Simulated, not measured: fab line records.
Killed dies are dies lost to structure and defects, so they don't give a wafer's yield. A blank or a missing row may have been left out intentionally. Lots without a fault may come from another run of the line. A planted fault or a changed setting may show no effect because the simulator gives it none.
One fault seen from 2 desks	flow nand-harc	every desk sees just its own numbers, and what lay behind them comes last

== FROM THE METROLOGY DESK ==
Lot by lot, what the gauges showed, no matter which tool ran the lot: averages of those sampled wafers that carry a number. Any lot whose mean is over 4 standard deviations away from the usual mean is out of limits and marked OUT; that distance is given in the brackets.
Columns: A = thk-nm at NHARC_P_M0_THK_MEAS_24, usual 117.5 nm; B = cd-nm at NHARC_P_M2_CD_MEAS_09, usual 170.1 nm
lot	first seen here	A	B
L631	day 6 07:53	116.1	171.0
L630	day 6 08:42	117.6	169.0
L632	day 7 00:35	118.8	170.4
L633	day 7 08:05	117.7	170.2
L634	day 7 16:23	117.3	169.5
L635	day 8 05:40	117.6	168.8
L637	day 8 22:46	118.9	170.0
L640	day 10 08:49	118.7	169.9
L643	day 11 12:50	116.0	169.9
L642	day 11 13:52	118.1	169.6
L648	day 13 12:40	116.3	184.2 (+19) OUT
L651	day 14 17:36	117.6	184.3 (+19) OUT
This desk's finding: out of limits on L648, L651; first on L648, day 13 18:13 (cd-nm at NHARC_P_M2_CD_MEAS_09). L631, L630, L632, L633, L634, L635, L637, L640, L643, L642: within limits.

== THE TOOL OWNER'S DESK: litho-track-04 ==
The tool's own readings at NHARC_P_M2_PEB_07 (peb time 65 s): means of the sampled wafers that have a number, for each lot that ran on this tool. Any lot whose mean is over 4 standard deviations away from the usual mean is out of limits and marked OUT; that distance is given in the brackets.
Columns: A = heater-power-total-W at NHARC_P_M2_PEB_07, usual 156.6 W; B = plate-temp-C at NHARC_P_M2_PEB_07, usual 99.99 C; C = resist-line-temp-C at NHARC_P_M2_PEB_07, usual 23.02 C
lot	first seen here	A	B	C
L634	day 7 21:45	157.0	100.01	22.96
L635	day 8 11:19	156.3	100.09	22.95
L642	day 11 19:29	156.4	100.05	23.02
L648	day 13 18:08	166.4 (+23) OUT	104.72 (+36) OUT	22.94
L651	day 14 23:17	166.5 (+23) OUT	104.58 (+35) OUT	22.89
This desk's finding: out of limits on L648, L651; first on L648, day 13 18:08 (heater-power-total-W at NHARC_P_M2_PEB_07). L634, L635, L642: within limits.

== ALL TOGETHER ==
At day 13 18:08, on L648, L651, the tool owner's desk was in a position to raise an alarm.
An alarm was possible from the metrology desk at day 13 18:13, on L648, L651.
On litho-track-04, each named lot ran NHARC_P_M2_PEB_07.

== WHAT HAD BEEN PUT IN BY THE SIMULATOR ==
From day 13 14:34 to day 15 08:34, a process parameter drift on litho-track-04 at NHARC_P_M2_PEB_07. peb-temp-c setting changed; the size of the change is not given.
Shown lots that were struck: L648, L651.
Counting hours from when the fault started, the first reading out of limits came at 4 for the tool owner's desk and at 4 for the metrology desk.
